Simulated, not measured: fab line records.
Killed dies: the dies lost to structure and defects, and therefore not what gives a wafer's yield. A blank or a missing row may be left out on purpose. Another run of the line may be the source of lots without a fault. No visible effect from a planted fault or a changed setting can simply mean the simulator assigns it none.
Comparing a struck lot with a sound one | flow n5_finfet | 22 out of 1938 route steps
Sound: the wafers L555.2, L555.3, L555.6. Wafers L570.1, L570.2, L570.4 were the ones struck. The cause is given at the end.
Order at every step that has rows: each side's tool, ch and its chambers, its first start. Under that, the readings that differ: sound wafers | struck wafers | difference of the means | sigmas: that difference in standard deviations of wafers without a fault.
alike: same words and numbers on both sides, and readings whose means sit less than 2 such deviations apart. not compared: any withheld reading, any reading some wafer has no value for, any bound like >300 that may hide the same value, and any number with overlapping values for which the record gives no deviation.
Wherever a step has rows on one side only, a row that says differs or no value, or a row with sigmas, the two part there. When numbers do not overlap yet have no deviation, they are printed without sigmas and do not part them. A reading that every wafer of one side lacks parts them only if that side has two wafers or more.

N5_BEOL_M6_RS_MEAS_57: the measuring method here is four-point-probe.
  sound on film_metro-02, day 9 00:01; struck on film_metro-01, day 12 23:31
  alike: M6_RS
N5_BEOL_M6_INSPECT_58: inspects for defects (darkfield).
  sound on defect_inspect-01, day 9 00:03; struck on defect_inspect-01, day 12 23:32
  alike: raw_defect_count
N5_BEOL_M7_ILD_DEP_00: deposits SiCOH lowk from DEMS/porogen, target thk 179.75 nm, time 33.4 s.
  sound on pecvd-04 ch 0,2, day 9 00:05; struck on pecvd-04 ch 0,1, day 12 23:35
  alike: heater_power_w, showerhead_plenum_p_Torr, showerhead_vpp_V, throttle_valve_pct
N5_BEOL_M7_CURE_74: cures SiCOH lowk, time 240 s.
  sound on uv_cure-02 ch 2, day 9 00:15; struck on uv_cure-02 ch 0, day 12 23:38
  alike: lamp_power_pct, wafer_temp_C_max
N5_BEOL_M7_THK_MEAS_01:
  sound on film_metro-01, day 9 00:41; struck on film_metro-02, day 13 00:09
  alike: M7_ILD_THK
N5_BEOL_M7_PECVD_70: deposits SiO2 from TEOS/O2, target thk 20 nm, time 22.7 s.
  sound on pecvd-01 ch 1,2, day 9 00:43; struck on pecvd-01 ch 0,1,2, day 13 00:11
  alike: heater_power_w, showerhead_plenum_p_Torr, showerhead_vpp_V, throttle_valve_pct
N5_BEOL_M7_HM_DEP_02: deposits TiN, target thk 20 nm.
  sound on pvd_sputter-01, day 9 02:30; struck on pvd_sputter-01, day 13 00:34
  alike: throttle_valve_pct
then, 5 steps without rows for these wafers: N5_BEOL_M7_COAT_59 (time 60 s, resist thk 100 nm); N5_BEOL_M7_COAT_60 (time 60 s, resist thk 35 nm); N5_BEOL_M7_COAT_05 (resist thk 90 nm); N5_BEOL_M7_EBR_07; N5_BEOL_M7_SOFTBAKE_06 (time 60 s).
N5_BEOL_M7_EXPOSE_08: exposes mask M7.
  sound on arfi_scanner-03 ch 0, day 9 02:52; struck on arfi_scanner-02 ch 0, day 13 00:56
  reading              | sound             | struck            | difference | sigmas
  exposure_dose_mJ_cm2 | 68.24 68.23 68.20 | 68.95 68.84 68.94 | +0.69      | +11
  alike: mask, reticle_temp_C
then, 2 steps without rows for these wafers: N5_BEOL_M7_PEB_09 (peb time 60 s); N5_BEOL_M7_DEVELOP_10 (develop time 30 s).
N5_BEOL_M7_CD_MEAS_11: the cd target is 38.5 nm.
  sound on cd_sem-03 ch 0, day 9 03:00; struck on cd_sem-02 ch 0, day 13 01:04
  reading    | sound          | struck         | difference | sigmas
  cd_nm (nm) | 37.8 38.3 37.6 | 39.8 39.3 39.4 | +1.6       | +4
N5_BEOL_M7_OVL_MEAS_12:
  sound on overlay-02 ch 0, day 9 03:01; struck on overlay-01 ch 0, day 13 01:05
  alike: M7_OVL
N5_BEOL_M7_INSPECT_13: inspects for defects (brightfield).
  sound on defect_inspect-02, day 9 03:03; struck on defect_inspect-02, day 13 01:07
  alike: raw_defect_count
N5_BEOL_M7_DESCUM_16: chemistry O2, time 7.9 s.
  sound on rie_diel-01 ch 0,3, day 9 03:05; struck on rie_diel-04 ch 0,2,3, day 13 01:09
  alike: drypump_motor_current_A, oes_product_au, rf_vpp_V, showerhead_plenum_p_Torr, throttle_valve_pct
  not compared: rf_hours_counter_h
then, 1 step without rows for these wafers: N5_BEOL_M7_ETCH_61 (etches SiARC in CF4, target depth 45.5 nm, time 75.8 s).
N5_BEOL_M7_ETCH_62: etches SOC in N2/H2, target depth 110 nm, overetch 22 nm, time 165 s.
  sound on rie_diel-01 ch 0,3, day 9 03:10; struck on rie_diel-04 ch 0,2,3, day 13 01:14
  reading                         | sound          | struck      | difference | sigmas
  model.BEOL_M7.cd_offset_nm (nm) | -0.4 -0.2 -0.6 | 0.8 0.8 0.6 | +1.1       |
  alike: bias_w, drypump_motor_current_A, oes_product_au, rf_vpp_V, showerhead_plenum_p_Torr, throttle_valve_pct
  not compared: rf_hours_counter_h
then, 1 step without rows for these wafers: N5_BEOL_M7_STRIP_68 (strips in N2/H2).

WHERE THEY PART
First at N5_BEOL_M7_EXPOSE_08; last, within this record, at N5_BEOL_M7_CD_MEAS_11. Later steps at which nothing parts them and some readings are alike: N5_BEOL_M7_OVL_MEAS_12, N5_BEOL_M7_INSPECT_13, N5_BEOL_M7_DESCUM_16, N5_BEOL_M7_ETCH_62.

WHY: whatever the simulator had introduced
Process parameter drift: arfi_scanner-02, from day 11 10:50 on, at N5_BEOL_M7_EXPOSE_08. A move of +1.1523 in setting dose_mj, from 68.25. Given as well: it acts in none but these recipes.
